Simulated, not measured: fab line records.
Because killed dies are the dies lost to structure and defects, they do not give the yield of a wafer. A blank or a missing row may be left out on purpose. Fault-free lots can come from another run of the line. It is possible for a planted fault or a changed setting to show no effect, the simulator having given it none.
fab line records    flow nand-harc    part 1 of 2: steps 1 to 27 of 40
record lots=5  wafers=15  last-day=21
route steps=1159 shown A_ZERO_WELL@399 A_SOURCE_PLATE@413 A_ONON_D1@424
lots that met no fault: taken from a fault-free run of the same line
start-h: the number of hours between the record's first day and the start of the first shown wafer of the lot    wait-h: how many hours have passed since the lot's step before this one    " unchanged from the row above    L1.1+2: a single row standing in for several wafers    - value missing, or start not given    * or withheld: withheld    < > ~ a bound
route shown NAME@n: names a module that has steps shown in the file, with the first one's number in the route    usual: the fault-free wafers' mean and standard deviation    same: alike in all rows    chamber/n: place in a boat    sites: readings site by site    _std_site: the values' standard deviation    _edge_site: the outer-site mean with the inner-site mean subtracted    radius-mm: how far each site lies from the wafer's centre    mask NAME#n: copy n    behind: the tool/chamber that last shaped the wafer    hold: why the lot went on hold/how many hours it stayed there/how the hold came to an end    device: the transistor (n, p or np) that didn't switch    end of line: tests of these same wafers at the route's end    where a step has no rows: the recipe by itself    killed: count of dies lost to structure and defects at first sort (not the wafer's yield)    map: per-die view of a wafer (x killed, . not killed, _ where there is no die)
set.NAME: setting as actually run; set.NAME@STEP: the setting as run at that earlier step    model.NAME: the simulator's own value behind a step, which no gauge read
certain route steps with their lots: each step a table, each wafer a row
services: from which hour (start-h, from the record's first day; less than 0 if before it) a tool's chamber was out of use, for how many hours, and why
## steps
# step NHARC_A_ZERO_WELL_PEB_08
# recipe peb-temp-c=128  peb-time-s=80
# usual plate-temp-C=128.00/0.14
# same peb-time-s=80
lot.wafer  tool            chamber  start-h  wait-h  plate-temp-C
L075.2     litho-track-05  0        147.47   0.1     128.20
L075.3     "               0        "        "       128.17
L075.6     "               0        "        "       128.09
L078.1     litho-track-03  0        160.76   0.1     127.95
L078.2     "               0        "        "       128.04
L078.5     "               0        "        "       128.03
L080.1     litho-track-07  0        167.49   0.1     128.22
L080.2     "               0        "        "       127.96
L080.6     "               0        "        "       128.08
L081.1     litho-track-03  0        167.98   0.1     127.95
L081.2     "               0        "        "       128.08
L081.3     "               0        "        "       127.99
L088.1     litho-track-05  0        217.98   0.1     128.01
L088.3     "               0        "        "       128.06
L088.6     "               0        "        "       127.96
# step NHARC_A_ZERO_WELL_DEVELOP_09
# recipe time-s=50  dev-temp-c=22
lot.wafer   tool            chamber  start-h  wait-h
L075.2+3+6  litho-track-05  0        -        -
L078.1+2+5  litho-track-03  0        -        -
L080.1+2+6  litho-track-07  0        -        -
L081.1+2+3  litho-track-03  0        -        -
L088.1+3+6  litho-track-05  0        -        -
# step NHARC_A_ZERO_WELL_CD_MEAS_10
# recipe target-cd-nm=2000  landing-energy-ev=500
# usual cd-nm=2000.5/1.7
lot.wafer  tool       chamber  start-h  wait-h  cd-nm
L075.2     cd-sem-02  0        147.55   -       2000.5
L075.3     "          0        "        "       2000.0
L075.6     "          0        "        "       2000.8
L078.1     cd-sem-02  0        160.85   -       2000.5
L078.2     "          0        "        "       1999.3
L078.5     "          0        "        "       2000.9
L080.1     cd-sem-03  0        167.58   -       2000.3
L080.2     "          0        "        "       2002.2
L080.6     "          0        "        "       2000.3
L081.1     cd-sem-01  0        168.07   -       1997.7
L081.2     "          0        "        "       2001.4
L081.3     "          0        "        "       1997.5
L088.1     cd-sem-02  0        218.07   -       2004.7
L088.3     "          0        "        "       2003.6
L088.6     "          0        "        "       2002.9
# step NHARC_A_ZERO_WELL_HARDBAKE_11
# recipe temp-c=118  time-s=65
# usual plate-temp-C=118.02/0.12
lot.wafer  tool            chamber  start-h  wait-h  plate-temp-C
L075.2     litho-track-03  0        147.63   -       117.95
L075.3     "               0        "        "       117.89
L075.6     "               0        "        "       117.94
L078.1     litho-track-05  0        160.93   -       118.07
L078.2     "               0        "        "       117.98
L078.5     "               0        "        "       118.09
L080.1     litho-track-03  0        167.66   -       118.05
L080.2     "               0        "        "       117.99
L080.6     "               0        "        "       118.11
L081.1     litho-track-03  0        168.15   -       118.04
L081.2     "               0        "        "       117.98
L081.3     "               0        "        "       118.13
L088.1     litho-track-05  0        218.15   -       117.79
L088.3     "               0        "        "       117.78
L088.6     "               0        "        "       118.00
# step NHARC_A_ZERO_WELL_DESCUM_12
# recipe time-s=3  o2-flow-sccm=200  ar-flow-sccm=0  bias-power-w=0  chemistry=O2
# usual drypump-motor-current-A=5.7/0.49  mfc-ar-sccm=0.010/0.0096  oes-product-au=1.001/0.0094  rf-vpp-V=57.8/0.93  showerhead-plenum-p-Torr=1.92/0.086  throttle-valve-pct=11.311/0.008
# same bias-power-w=0
lot.wafer  tool         chamber  start-h  wait-h  drypump-motor-current-A  mfc-ar-sccm  oes-product-au  rf-hours-counter-h  rf-vpp-V  showerhead-plenum-p-Torr  throttle-valve-pct
L075.2     rie-diel-06  1        147.71   -       5.6                      0            1.000           9                   58.3      2.04                      11.314
L075.3     "            3        "        "       6.4                      0.000        0.993           8                   57.9      1.80                      11.320
L075.6     "            2        "        "       6.2                      0            1.002           -                   57.7      2.02                      11.301
L078.2     rie-diel-13  3        161.01   -       5.8                      0.029        1.020           2                   59.6      1.96                      11.307
L078.1     "            1        "        "       5.9                      0.007        1.012           4                   58.1      1.92                      11.303
L078.5     "            3        "        "       5.8                      0.029        1.027           -                   57.1      1.96                      11.313
L080.2     rie-diel-10  2        167.74   -       5.7                      0            0.998           8                   58.0      2.00                      11.302
L080.1     "            3        "        "       5.4                      0.018        1.005           10                  57.5      1.81                      11.318
L080.6     "            2        "        "       5.7                      0            0.996           -                   58.8      2.00                      11.312
L081.2     rie-diel-06  1        168.24   -       5.6                      0            1.004           10                  57.3      2.04                      11.303
L081.3     "            2        "        "       6.2                      0            0.997           10                  57.5      2.02                      11.315
L081.1     "            3        "        "       6.5                      0.000        0.968           10                  57.9      1.80                      11.306
L088.1     rie-diel-10  2        218.23   -       5.7                      0            1.005           3                   58.8      2.00                      11.289
L088.3     "            3        "        "       5.4                      0.018        1.009           3                   55.8      1.81                      11.326
L088.6     "            3        "        "       5.4                      0.018        1.014           -                   57.2      1.81                      11.331
# step NHARC_A_ZERO_WELL_ETCH_19
# recipe target-depth-a=800  overetch-a=240  time-s=87.88  ion-energy-ev=200  n2-flow-sccm=150  h2-flow-sccm=150  ar-flow-sccm=0  rf-w=400  bias-w=150  chemistry=N2/H2
# usual drypump-motor-current-A=5.7/0.49  h2-flow-sccm=150.0/0.46  mfc-ar-sccm=0.009/0.0092  oes-product-au=1.000/0.0093  rf-vpp-V=430.7/2.7  showerhead-plenum-p-Torr=2.05/0.093  throttle-valve-pct=14.172/0.0078
lot.wafer  tool         chamber  start-h  wait-h  drypump-motor-current-A  h2-flow-sccm  mfc-ar-sccm  oes-product-au  rf-hours-counter-h  rf-vpp-V  showerhead-plenum-p-Torr  throttle-valve-pct
L075.2     rie-diel-06  0        147.81   0.1     5.7                      150.3         0            0.984           8                   430.3     2.04                      14.179
L075.3     "            1        "        "       5.6                      149.8         0            0.997           9                   434.0     2.17                      14.174
L075.6     "            2        "        "       6.2                      149.5         0            0.986           -                   433.0     2.15                      14.175
L078.2     rie-diel-13  3        161.10   0.1     5.8                      150.0         0.029        1.013           2                   432.5     2.09                      14.154
L078.1     "            0        "        "       5.7                      149.6         0.017        1.004           4                   433.2     2.12                      14.170
L078.5     "            2        "        "       4.9                      150.0         0.015        0.996           -                   428.6     1.96                      14.164
L080.1     rie-diel-10  0        167.82   0.1     6.6                      149.9         0.012        1.009           9                   433.2     2.16                      14.170
L080.2     "            2        "        "       5.7                      149.8         0            0.994           8                   433.6     2.14                      14.188
L080.6     "            0        "        "       6.5                      150.1         0.012        1.002           -                   433.5     2.16                      14.171
L081.1     rie-diel-06  0        168.32   0.1     5.7                      150.5         0            0.984           10                  430.2     2.04                      14.167
L081.3     "            1        "        "       5.6                      150.1         0            0.999           10                  434.4     2.17                      14.180
L081.2     "            2        "        "       6.2                      150.6         0            0.998           11                  433.4     2.15                      14.174
L088.3     rie-diel-10  3        218.35   0.1     5.4                      150.5         0.018        1.005           3                   426.2     1.93                      14.175
L088.1     "            1        "        "       5.2                      150.5         0            1.004           2                   425.7     1.96                      14.177
L088.6     "            0        "        "       6.6                      150.7         0.012        1.006           -                   434.1     2.16                      14.164
# step NHARC_A_ZERO_WELL_ETCH_13
# recipe target-depth-a=1200  time-s=40.1  hbr-flow-sccm=150  cl2-flow-sccm=50  rf-w=400  icp-w=400  bias-w=100  chemistry=HBr/Cl2
# usual drypump-motor-current-A=5.55/0.28  mfc-cl2-sccm=50.00/0.15  oes-product-au=1.001/0.0094  throttle-valve-pct=26.406/0.0085
lot.wafer  tool       chamber  start-h  wait-h  drypump-motor-current-A  mfc-cl2-sccm  oes-product-au  rf-hours-counter-h  throttle-valve-pct
L075.3     rie-si-04  1        147.93   -       5.21                     49.73         1.000           0.3                 26.405
L075.2     "          3        "        "       5.68                     49.76         1.010           0.2                 26.398
L075.6     "          0        "        "       5.50                     50.20         1.012           -                   26.413
L078.1     rie-si-04  2        161.24   -       5.60                     49.94         1.010           0.4                 26.396
L078.2     "          3        "        "       5.69                     50.00         0.998           0.3                 26.396
L078.5     "          0        "        "       5.50                     49.89         1.006           -                   26.405
L080.1     rie-si-03  3        167.95   -       5.54                     49.93         0.998           0.0                 26.405
L080.2     "          2        "        "       5.59                     50.23         1.016           0.0                 26.399
L080.6     "          0        "        "       5.92                     50.17         1.010           -                   26.402
L081.2     rie-si-04  3        168.44   -       5.69                     50.01         0.980           0.4                 26.407
L081.1     "          0        "        "       5.51                     50.02         0.997           0.4                 26.393
L081.3     "          1        "        "       5.20                     50.04         1.003           0.5                 26.414
L088.1     rie-si-03  2        218.49   -       5.61                     49.83         1.019           0.3                 26.407
L088.3     "          3        "        "       5.53                     50.14         0.997           0.4                 26.414
L088.6     "          2        "        "       5.64                     49.83         1.013           -                   26.405
# step NHARC_A_ZERO_WELL_STRIP_14
# recipe time-s=900  temp-c=130  chemistry=SPM
lot.wafer   tool          chamber  start-h  wait-h
L075.6+2+3  wet-bench-07  4,7,1    148.06   -
L078.2+1+5  wet-bench-04  4,6,0    161.37   -
L080.6+2+1  wet-bench-07  7,0,1    168.10   -
L081.3+1+2  wet-bench-07  7,2,3    168.60   -
L088.6+3+1  wet-bench-04  4,6,0    218.64   -
# step NHARC_A_ZERO_WELL_IMPLANT_15
# recipe energy-kev=150  dose-cm2=1e+13  tilt-deg=7
# usual faraday-current-uA=126.8/2.7
lot.wafer  tool          chamber  start-h  wait-h  faraday-current-uA
L075.2     implanter-01  0        148.50   0.1     125.7
L075.3     "             0        "        "       132.5
L075.6     "             0        "        "       122.6
L078.1     implanter-02  0        161.83   0.1     131.5
L078.2     "             0        "        "       125.5
L078.5     "             0        "        "       129.7
L080.1     implanter-01  0        168.50   0.1     127.7
L080.2     "             0        "        "       120.6
L080.6     "             0        "        "       121.7
L081.1     implanter-02  0        169.00   0.1     128.9
L081.2     "             0        "        "       126.1
L081.3     "             0        "        "       126.8
L088.1     implanter-01  0        219.03   0.1     125.6
L088.3     "             0        "        "       132.6
L088.6     "             0        "        "       125.8
# step NHARC_A_ZERO_WELL_PRECLEAN_22
# recipe time-s=60  temp-c=50  bath-age-min=0  chemistry=SC1
# usual sc1-h2o2-end-mol-l=0.3698/0.00062
lot.wafer  tool          chamber  start-h  wait-h  sc1-h2o2-end-mol-l
L075.2     wet-bench-07  2        148.68   0.2     0.3688
L075.6     "             3        "        "       0.3706
L075.3     "             7        "        "       0.3695
L078.2     wet-bench-07  0        162.04   0.2     0.3692
L078.5     "             2        "        "       0.3695
L078.1     "             3        "        "       0.3699
L080.6     wet-bench-07  7        168.73   0.0     0.3703
L080.2     "             1        "        "       0.3699
L080.1     "             2        "        "       0.3695
L081.2     wet-bench-07  3        169.22   0.2     0.3702
L081.3     "             7        "        "       0.3688
L081.1     "             0        "        "       0.3688
L088.3     wet-bench-07  4        219.24   0.1     0.3697
L088.1     "             5        "        "       0.3699
L088.6     "             7        "        "       0.3699
# step NHARC_A_ZERO_WELL_SRD_23
lot.wafer   tool          chamber  start-h  wait-h
L075.2+6+3  wet-bench-07  2,3,7    -        -
L078.2+5+1  wet-bench-07  0,2,3    -        -
L080.6+2+1  wet-bench-07  7,1,2    -        -
L081.2+3+1  wet-bench-07  3,7,0    -        -
L088.3+1+6  wet-bench-07  4,5,7    -        -
# step NHARC_A_ZERO_WELL_RTA_16
# recipe temp-c=1000  time-s=10
# usual lamp-power-pct=28.9/1.3  wafer_temp_C_max=1006.6/1.4
lot.wafer  tool           chamber  start-h  wait-h  lamp-power-pct  wafer_temp_C_max
L075.2     rtp-anneal-01  0        148.85   -       30.0            1007.0
L075.3     "              0        "        "       30.0            1007.7
L075.6     "              0        "        "       30.0            1006.7
L078.1     rtp-anneal-01  0        162.18   -       30.1            1007.7
L078.2     "              0        "        "       30.0            1006.1
L078.5     "              0        "        "       30.0            1006.7
L080.1     rtp-anneal-01  0        168.85   -       30.1            1007.5
L080.2     "              0        "        "       30.0            1007.4
L080.6     "              0        "        "       30.1            1006.1
L081.1     rtp-anneal-02  0        169.55   -       27.3            1007.4
L081.2     "              0        "        "       27.3            1005.9
L081.3     "              0        "        "       27.3            1004.0
L088.1     rtp-anneal-01  0        219.51   -       30.0            1008.4
L088.3     "              0        "        "       30.0            1007.5
L088.6     "              0        "        "       30.0            1005.0
# step NHARC_A_ZERO_WELL_INSPECT_17
# usual raw-defect-count=10/5.1
lot.wafer  tool               chamber  start-h  wait-h  raw-defect-count
L075.2     defect-inspect-01  -        149.01   0.1     7
L075.3     "                  -        "        "       6
L075.6     "                  -        "        "       2
L078.1     defect-inspect-02  -        162.37   0.2     11
L078.2     "                  -        "        "       5
L078.5     "                  -        "        "       10
L080.1     defect-inspect-02  -        169.05   0.2     9
L080.2     "                  -        "        "       23
L080.6     "                  -        "        "       12
L081.1     defect-inspect-01  -        169.74   0.2     5
L081.2     "                  -        "        "       14
L081.3     "                  -        "        "       10
L088.1     defect-inspect-01  -        219.71   0.2     10
L088.3     "                  -        "        "       3
L088.6     "                  -        "        "       3
# step NHARC_A_SOURCE_PLATE_PRECLEAN_00
# recipe time-s=60  chemistry=HF-LAST
lot.wafer   tool          chamber  start-h  wait-h
L075.3+2+6  wet-bench-01  6,0,2    149.06   0.0
L078.2+1+5  wet-bench-05  6,7,1    162.43   0.1
L080.6+2+1  wet-bench-01  7,0,2    169.11   0.1
L081.3+2+1  wet-bench-05  7,0,3    169.79   0.0
L088.1+3+6  wet-bench-06  6,7,0    219.76   0.1
# step NHARC_A_SOURCE_PLATE_SRD_01
lot.wafer   tool          chamber  start-h  wait-h
L075.3+2+6  wet-bench-01  6,0,2    -        -
L078.2+1+5  wet-bench-05  6,7,1    -        -
L080.6+2+1  wet-bench-01  7,0,2    -        -
L081.3+2+1  wet-bench-05  7,0,3    -        -
L088.1+3+6  wet-bench-06  6,7,0    -        -
# step NHARC_A_SOURCE_PLATE_OXIDE_02
# recipe target-thk-a=100  temp-c=900  ox-time-s=1362  material=SiO2
# usual spike-tc-upper-C=899.3/1.1
lot.wafer  tool        chamber  start-h  wait-h  spike-tc-upper-C
L075.2     furnace-03  0        153.07   -       897.8
L075.3     "           0        "        "       897.9
L075.6     "           0        "        "       901.1
L078.1     furnace-08  0        164.16   -       901.4
L078.2     "           0        "        "       900.0
L078.5     "           0        "        "       901.4
L080.1     furnace-03  0        172.42   -       898.2
L080.2     "           0        "        "       899.0
L080.6     "           0        "        "       900.2
L081.1     furnace-03  0        172.42   -       899.1
L081.2     "           0        "        "       898.0
L081.3     "           0        "        "       899.6
L088.1     furnace-03  0        223.31   -       896.9
L088.3     "           0        "        "       897.9
L088.6     "           0        "        "       898.6
# step NHARC_A_SOURCE_PLATE_THK_MEAS_09
# recipe thk-meas-gauge=ellipsometry
# usual thk-nm=9.6/1
lot.wafer  tool           chamber  start-h  wait-h  thk-nm
L075.2     film-metro-02  -        157.15   0.4     7.6
L075.3     "              -        "        "       9.4
L075.6     "              -        "        "       10.0
L078.1     film-metro-01  -        168.25   0.4     10.0
L078.2     "              -        "        "       8.6
L078.5     "              -        "        "       10.1
L080.1     film-metro-01  -        176.50   0.4     10.8
L080.2     "              -        "        "       8.9
L080.6     "              -        "        "       8.8
L081.1     film-metro-02  -        176.50   0.4     9.1
L081.2     "              -        "        "       10.6
L081.3     "              -        "        "       10.4
L088.1     film-metro-02  -        227.39   0.4     10.5
L088.3     "              -        "        "       9.2
L088.6     "              -        "        "       9.1
# step NHARC_A_SOURCE_PLATE_PVD_04
# recipe target-thk-a=500  material=WSi2
lot.wafer   tool            chamber  start-h  wait-h
L075.2+3+6  pvd-sputter-02  -        157.20   0.1
L078.1+2+5  pvd-sputter-03  -        168.32   0.1
L081.1+3+2  pvd-sputter-01  -        176.56   0.1
L080.1+2+6  pvd-sputter-03  -        176.56   0.1
L088.3+1+6  pvd-sputter-03  -        227.48   0.1
# step NHARC_A_SOURCE_PLATE_CVD_03
# recipe target-thk-a=2000  temp-c=620  pressure-mtorr=200  time-s=4000  material=poly-Si
# usual spike-tc-upper-C=619.0/1.4
lot.wafer  tool           chamber  start-h  wait-h  spike-tc-upper-C
L075.2     lpcvd-poly-03  0        159.71   -       619.5
L075.3     "              0        "        "       619.5
L075.6     "              0        "        "       619.5
L078.1     lpcvd-poly-01  0        171.19   -       617.4
L078.2     "              0        "        "       617.9
L078.5     "              0        "        "       619.1
L080.1     lpcvd-poly-01  0        179.26   -       618.7
L080.2     "              0        "        "       617.8
L080.6     "              0        "        "       616.9
L081.1     lpcvd-poly-01  0        179.26   -       616.8
L081.2     "              0        "        "       618.4
L081.3     "              0        "        "       616.5
L088.1     lpcvd-poly-03  0        229.98   -       619.0
L088.3     "              0        "        "       618.0
L088.6     "              0        "        "       619.1
# step NHARC_A_SOURCE_PLATE_ANNEAL_05
# recipe temp-c=850  time-s=1800
# usual spike-tc-upper-C=849.3/1.1
lot.wafer  tool        chamber  start-h  wait-h  spike-tc-upper-C
L075.2     furnace-03  0        166.36   3.5     849.0
L075.3     "           0        "        "       849.2
L075.6     "           0        "        "       847.4
L078.1     furnace-03  0        177.84   3.5     849.1
L078.2     "           0        "        "       848.4
L078.5     "           0        "        "       848.8
L080.1     furnace-03  0        185.85   3.5     847.4
L080.2     "           0        "        "       850.0
L080.6     "           0        "        "       848.0
L081.1     furnace-03  0        185.85   3.5     847.7
L081.2     "           0        "        "       849.2
L081.3     "           0        "        "       848.3
L088.1     furnace-08  0        236.30   3.2     851.9
L088.3     "           0        "        "       852.2
L088.6     "           0        "        "       850.5
# step NHARC_A_SOURCE_PLATE_THK_MEAS_06
# recipe thk-meas-gauge=ellipsometry
# usual thk-nm=200.1/2.6
lot.wafer  tool           chamber  start-h  wait-h  thk-nm
L075.2     film-metro-02  -        170.28   0.4     204.4
L075.3     "              -        "        "       200.6
L075.6     "              -        "        "       199.0
L078.1     film-metro-01  -        181.82   0.4     199.7
L078.2     "              -        "        "       202.0
L078.5     "              -        "        "       200.4
L081.1     film-metro-02  -        189.82   0.4     195.5
L081.2     "              -        "        "       197.5
L081.3     "              -        "        "       199.5
L080.1     film-metro-01  -        189.82   0.4     199.2
L080.2     "              -        "        "       199.2
L080.6     "              -        "        "       200.1
L088.1     film-metro-01  -        240.26   0.4     199.3
L088.3     "              -        "        "       201.0
L088.6     "              -        "        "       197.2
# step NHARC_A_SOURCE_PLATE_INSPECT_08
# usual raw-defect-count=60/22
lot.wafer  tool               chamber  start-h  wait-h  raw-defect-count
L075.2     defect-inspect-02  -        170.35   0.0     47
L075.3     "                  -        "        "       36
L075.6     "                  -        "        "       34
L078.1     defect-inspect-01  -        181.89   0.0     70
L078.2     "                  -        "        "       33
L078.5     "                  -        "        "       55
L080.1     defect-inspect-02  -        189.91   0.0     29
L080.2     "                  -        "        "       44
L080.6     "                  -        "        "       35
L081.1     defect-inspect-01  -        189.91   0.0     96
L081.2     "                  -        "        "       36
L081.3     "                  -        "        "       90
L088.1     defect-inspect-02  -        240.32   0.0     54
L088.3     "                  -        "        "       62
L088.6     "                  -        "        "       44
# step NHARC_A_ONON_D1_DEP_00
# recipe target-thk-a=10000  n2-flow-sccm=2750  n2o-flow-sccm=2000  nh3-flow-sccm=500  sih4-flow-sccm=210  temp-c=400
lot.wafer   tool           chamber  start-h  wait-h
L075.2+3+6  pecvd-onon-02  0        170.79   0.4
L078.1+2+5  pecvd-onon-03  0        182.07   0.2
L080.1+2+6  pecvd-onon-03  0        189.97   0.1
L081.1+2+3  pecvd-onon-04  0        189.97   0.1
L088.1+3+6  pecvd-onon-02  0        240.39   0.1
# step NHARC_A_ONON_D1_THK_MEAS_02
# recipe thk-meas-gauge=ellipsometry
# usual thk-nm=1002/9.7
lot.wafer  tool           chamber  start-h  wait-h  thk-nm
L075.2     film-metro-02  -        171.24   -       986
L075.3     "              -        "        "       985
L075.6     "              -        "        "       987
L078.1     film-metro-02  -        182.57   -       999
L078.2     "              -        "        "       998
L078.5     "              -        "        "       1000
L080.1     film-metro-02  -        190.51   -       1006
L080.2     "              -        "        "       1007
L080.6     "              -        "        "       1004
L081.1     film-metro-02  -        190.52   -       984
L081.2     "              -        "        "       985
L081.3     "              -        "        "       984
L088.1     film-metro-01  -        240.90   -       1006
L088.3     "              -        "        "       1009
L088.6     "              -        "        "       1009
# step NHARC_A_ONON_D1_DEP_03
# recipe target-thk-a=10000  n2-flow-sccm=2750  n2o-flow-sccm=2000  nh3-flow-sccm=500  sih4-flow-sccm=210  temp-c=400
lot.wafer   tool           chamber  start-h  wait-h
L075.2+3+6  pecvd-onon-03  0        171.36   0.1
L078.1+2+5  pecvd-onon-02  0        182.76   0.2
L080.1+2+6  pecvd-onon-02  0        190.57   0.1
L081.1+2+3  pecvd-onon-03  0        190.57   0.1
L088.1+3+6  pecvd-onon-03  0        240.95   0.1
# step NHARC_A_ONON_D1_THK_MEAS_05
# recipe thk-meas-gauge=ellipsometry
# usual thk-nm=999/7.9
lot.wafer  tool           chamber  start-h  wait-h  thk-nm
L075.2     film-metro-02  -        171.81   -       998
L075.3     "              -        "        "       998
L075.6     "              -        "        "       999
L078.1     film-metro-02  -        183.27   -       1000
L078.2     "              -        "        "       997
L078.5     "              -        "        "       1000
L080.1     film-metro-02  -        191.08   -       998
L080.2     "              -        "        "       997
L080.6     "              -        "        "       997
L081.1     film-metro-02  -        191.09   -       1007
L081.2     "              -        "        "       1006
L081.3     "              -        "        "       1007
L088.1     film-metro-01  -        241.47   -       1012
L088.3     "              -        "        "       1013
L088.6     "              -        "        "       1015
# step NHARC_A_ONON_D1_DEP_06
# recipe target-thk-a=10000  n2-flow-sccm=2750  n2o-flow-sccm=2000  nh3-flow-sccm=500  sih4-flow-sccm=210  temp-c=400
lot.wafer   tool           chamber  start-h  wait-h
L075.2+3+6  pecvd-onon-04  0        171.92   0.1
L078.1+2+5  pecvd-onon-04  0        183.33   0.1
L080.1+2+6  pecvd-onon-04  0        191.14   0.1
L081.1+2+3  pecvd-onon-03  0        191.14   0.1
L088.1+3+6  pecvd-onon-02  0        241.52   0.1
